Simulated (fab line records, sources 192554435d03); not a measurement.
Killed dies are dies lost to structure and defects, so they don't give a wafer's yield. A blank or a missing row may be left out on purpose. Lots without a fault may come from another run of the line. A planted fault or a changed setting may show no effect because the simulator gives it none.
Which tool did it? | flow n5_finfet | 11 lots, 30 wafers sampled, at 4 steps of a route of 1938

WHAT THE GAUGES READ, wafer by wafer
N5_BEOL_M9_RS_MEAS_57: measures by four-point-probe.
lot  | measured     | on            | M9_RS (ohm/sq)
L770 | day 9 21:40  | film_metro-01 | 0.159 0.150 0.157
L769 | day 9 22:07  | film_metro-02 | 0.149 0.157 0.148
L773 | day 10 18:37 | film_metro-02 | 0.147 0.153 0.145
L775 | day 11 12:07 | film_metro-01 | 0.155 0.149 0.152
L777 | day 11 23:22 | film_metro-01 | 0.151 0.149 0.158
L776 | day 11 23:29 | film_metro-01 | 0.148 0.155 0.147
L782 | day 13 12:25 | film_metro-02 | 0.148 0.148 0.158
L784 | day 14 08:14 | film_metro-02 | 0.150 0.153
L788 | day 14 14:32 | film_metro-02 | 0.148 0.150
L789 | day 15 22:28 | film_metro-02 | 0.147 0.154
L792 | day 16 04:20 | film_metro-02 | 0.153 0.147 0.158

N5_BEOL_M10_THK_MEAS_01.
lot  | measured     | on            | M10_ILD_THK (nm)
L770 | day 9 22:19  | film_metro-02 | 267 264 266
L769 | day 9 22:47  | film_metro-01 | 264 264 266
L773 | day 10 19:17 | film_metro-02 | 265 263 266
L775 | day 11 12:47 | film_metro-01 | 268 275 271
L777 | day 12 00:01 | film_metro-02 | 266 266 272
L776 | day 12 00:38 | film_metro-02 | 264 271 269
L782 | day 13 13:04 | film_metro-02 | 266 270 273
L784 | day 14 09:22 | film_metro-02 | 192 270
L788 | day 14 15:11 | film_metro-02 | 190 268
L789 | day 15 23:08 | film_metro-01 | 190 266
L792 | day 16 04:59 | film_metro-02 | 265 264 269

WHICH TOOL RAN EACH LOT (tool, then ch and the chambers of the sampled wafers, then the start)
lot  | N5_BEOL_M9_CMP_52             | N5_BEOL_M10_ILD_DEP_00
L770 | cmp-02 ch 1,2,3, day 9 21:14  | pecvd-01 ch 0,2, day 9 21:43
L769 | cmp-02 ch 1,2, day 9 21:41    | pecvd-01 ch 0,1,2, day 9 22:10
L773 | cmp-02 ch 0,2, day 10 18:11   | pecvd-01 ch 0,2, day 10 18:41
L775 | cmp-01 ch 1,2,3, day 11 11:41 | pecvd-01 ch 0,2, day 11 12:10
L777 | cmp-02 ch 0,1,3, day 11 22:58 | pecvd-03 ch 1,2, day 11 23:26
L776 | cmp-01 ch 0,1,3, day 11 23:04 | pecvd-04 ch 0,1, day 11 23:33
L782 | cmp-02 ch 1,3, day 13 11:59   | pecvd-01 ch 0,1, day 13 12:29
L784 | cmp-01 ch 1,2, day 14 07:53   | pecvd-01 ch 0,2, day 14 08:18
L788 | cmp-01 ch 0,1, day 14 14:11   | pecvd-01 ch 2, day 14 14:35
L789 | cmp-04 ch 2,3, day 15 22:05   | pecvd-01 ch 1,2, day 15 22:32
L792 | cmp-02 ch 0,1,3, day 16 03:54 | pecvd-03 ch 0,2, day 16 04:24
- N5_BEOL_M9_CMP_52: polishes, stops on SiCOH lowk, t overpolish 7 s, target thk 140 nm.
- N5_BEOL_M10_ILD_DEP_00: deposits SiCOH lowk from DEMS/porogen, target thk 308.51 nm, time 58 s.

WHAT THE TOOLS THEMSELVES READ (means of the sampled wafers that have a number; where no wafer has one, the mark that the record gives instead)
N5_BEOL_M9_CMP_52.
lot  | tool   | barrier_field_endpoint_s (s) | motor_current_A (A) | overpolish_run_s (s) | platen_rpm (rpm) | time_to_endpoint_s (s)
L770 | cmp-02 | 28.3                         | 5.6                 | 7.006                | 50.02            | 65
L769 | cmp-02 | 28.7                         | 5.5                 | 6.996                | 50.00            | 64
L773 | cmp-02 | 28.8                         | 5.9                 | 7.007                | 50.00            | 65
L775 | cmp-01 | 28.5                         | 6.1                 | 7.004                | 49.98            | 63
L777 | cmp-02 | 28.1                         | 5.9                 | 7.009                | 50.02            | 65
L776 | cmp-01 | 28.6                         | 6.3                 | 6.996                | 50.03            | 63
L782 | cmp-02 | 28.8                         | 5.6                 | 6.998                | 50.01            | 64
L784 | cmp-01 | 28.1                         | 5.9                 | 6.995                | 50.02            | 62
L788 | cmp-01 | 28.4                         | 6.0                 | 7.008                | 49.97            | 62
L789 | cmp-04 | 29.0                         | 6.5                 | 7.003                | 50.01            | 66
L792 | cmp-02 | 28.7                         | 5.9                 | 6.998                | 50.00            | 66

N5_BEOL_M10_ILD_DEP_00.
lot  | tool     | heater_power_w (W) | rf_fwd_power_W (W) | run_length_s (s) | showerhead_plenum_p_Torr (Torr) | susceptor_temp_C (C) | throttle_valve_pct (%)
L770 | pecvd-01 | 337                | 497.3              | 101.4            | 5.733                           | 299.95               | 13.8
L769 | pecvd-01 | 303                | 497.8              | 101.4            | 5.739                           | 300.11               | 13.6
L773 | pecvd-01 | 319                | 496.3              | 101.4            | 5.736                           | 300.02               | 13.9
L775 | pecvd-01 | 322                | 495.9              | 101.0            | 5.738                           | 299.69               | 13.9
L777 | pecvd-03 | 303                | 496.6              | 101.0            | 5.730                           | 300.04               | 13.7
L776 | pecvd-04 | 313                | 494.1              | 101.8            | 5.735                           | 300.01               | 14.4
L782 | pecvd-01 | 301                | 495.7              | 100.9            | 5.741                           | 300.06               | 13.8
L784 | pecvd-01 | 306                | 497.9              | 92.8             | 5.732                           | 299.87               | 14.1
L788 | pecvd-01 | 316                | 499.2              | 93.2             | 5.718                           | 299.91               | 14.1
L789 | pecvd-01 | 328                | 497.8              | 93.3             | 5.737                           | 300.18               | 13.8
L792 | pecvd-03 | 338                | 497.4              | 100.2            | 5.738                           | 299.96               | 13.3

THE ANSWER, worked out from the rows above alone
Rule: what is usual is taken from the lots themselves. Put in order of their means at a reading, lots are off if they are a third of the lots or fewer, leave a main group of 4 or more, and stand apart from it by a gap of 3 or more times the standard deviation of the main group's means; of several such gaps the widest counts. A main group whose means are all the same, to the digits that the tables above print for the reading, isn't used. A lot without any number at a reading at which 4 lots or more have one is off too. The other lots that the step has rows for count as sound. The gauges are gone through in route order, then the tools' own readings, and for those a lot's mean is taken as printed above. The first step at which some lot is off is used, and at that step the reading that is off furthest; a lot without a number counts as furthest.
Off: L784, L788, L789, at N5_BEOL_M10_THK_MEAS_01 (M10_ILD_THK). The main group: mean 267 nm, standard deviation 2.3.
A tool fits if, at a process step before that reading, it ran every lot that is off, and no sound lot after the first of them. The gauges at N5_BEOL_M10_THK_MEAS_01 aren't tried: what is off there is off at N5_BEOL_M10_ILD_DEP_00 too, on other tools, and a gauge's error can't cause that. One fits: pecvd-01 at N5_BEOL_M10_ILD_DEP_00. Its last sound lot is L782 (day 13 12:29), its first lot that is off L784 (day 14 08:18): a fault that began between those two fits.
The tool's own readings at N5_BEOL_M10_ILD_DEP_00 bear it out: on the lots that are off they differ by more than 5 times the standard deviation of the sound lots' means. run_length_s reads 93.1 s there against 101.1 s on the sound lots.

WHAT THE SIMULATOR HAD PUT IN
Process parameter drift: pecvd-01, from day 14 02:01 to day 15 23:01, at N5_BEOL_M10_ILD_DEP_00. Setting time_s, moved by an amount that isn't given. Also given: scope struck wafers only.
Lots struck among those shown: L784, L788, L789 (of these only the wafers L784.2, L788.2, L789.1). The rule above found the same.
